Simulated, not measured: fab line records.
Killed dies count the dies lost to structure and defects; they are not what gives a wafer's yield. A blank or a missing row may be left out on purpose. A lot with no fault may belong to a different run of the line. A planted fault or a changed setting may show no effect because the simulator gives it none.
Split-lot trial | flow n5 finfet | 21 wafers read across 7 lots, on a route 1938 steps long

THE SPLIT ITSELF
At N5_BEOL_M3_COAT_73 (time 60 s, resist thk 5 nm), the setting spin rpm was moved away from the recipe's 1500 rpm on 4 of the 21 wafers read, by -6.2% to +10.9%. For the rest of the wafers, this setting stayed at what the recipe calls for.

FROM THE SPLIT TO THE READING: what the file shows between them, 3 steps
- N5_BEOL_M3_COAT_05: resist thk 30 nm
- N5_BEOL_M3_EBR_07
- N5_BEOL_M3_DESCUM_16: chemistry O2, time 7 s

THE READING
etch.depth nm (the simulator's own value, which no gauge read), in nm, at N5_BEOL_M3_ETCH_74 (etches underlayer in N2/H2, target depth 6.5 nm, time 5.2 s). There is no usual value for it anywhere in the file. Average 5.004 nm, standard deviation 0.011 nm, over the 17 wafers here run with the recipe.

wafer  | tool, chamber at the split | spin rpm as run, rpm | against the recipe | etch.depth nm, nm | against lot-mates on the recipe
L074.1 | litho track-04, 0          | 1407                 | -6.2%              | 5.162             | +0.184
L074.5 | litho track-04, 0          | 1407                 | -6.2%              | 5.166             | +0.188
L074.6 | litho track-04, 0          | 1500                 | recipe             | 4.978             | -
L075.1 | litho track-02, 0          | 1500                 | recipe             | 5                 | -
L075.4 | litho track-02, 0          | 1500                 | recipe             | 5.007             | -
L075.5 | litho track-02, 0          | 1500                 | recipe             | 5.013             | -
L080.3 | litho track-04, 0          | 1500                 | recipe             | 5.014             | -
L080.4 | litho track-04, 0          | 1500                 | recipe             | 4.997             | -
L080.6 | litho track-04, 0          | 1560                 | +4.0%              | 4.905             | -0.100
L085.2 | litho track-01, 0          | 1500                 | recipe             | 5.012             | -
L085.3 | litho track-01, 0          | 1500                 | recipe             | 4.998             | -
L085.6 | litho track-01, 0          | 1500                 | recipe             | 4.994             | -
L086.1 | litho track-02, 0          | 1500                 | recipe             | 5.002             | -
L086.2 | litho track-02, 0          | 1500                 | recipe             | 5.011             | -
L086.4 | litho track-02, 0          | 1500                 | recipe             | 5.007             | -
L088.2 | litho track-04, 0          | 1500                 | recipe             | 5.004             | -
L088.4 | litho track-04, 0          | 1500                 | recipe             | 4.991             | -
L088.5 | litho track-04, 0          | 1500                 | recipe             | 5                 | -
L092.3 | litho track-01, 0          | 1500                 | recipe             | 5.027             | -
L092.4 | litho track-01, 0          | 1664                 | +10.9%             | 4.773             | -0.245
L092.6 | litho track-01, 0          | 1500                 | recipe             | 5.009             | -

FIT RESULTS
A straight line over all 21 wafers: etch.depth nm changes by -0.0231 nm for each +1% of spin rpm; r = -0.99; the points scatter about the line by 0.012 nm.
The same after taking each lot's own level away (the mean of its wafers on the recipe; 21 wafers): -0.0254 nm for each +1%; r = -0.99; scatter 0.013 nm.
The reading moves by 0.28 nm for the largest change in spin rpm, on that fit.
The lots' own levels span 4.9780 to 5.0180 nm, that is 3.8 times the standard deviation above.
The two slopes agree, so the slope changes little with the lot-to-lot level.
Check: for one of the wafers moved furthest among these (+10.9%), held out of the fit, the line's prediction against its lot-mates is -0.316 nm. It came out at -0.245 nm against them.

FILE'S OWN FIT
etch.depth nm changes by -0.0243 nm for each +1% of spin rpm, r = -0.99.
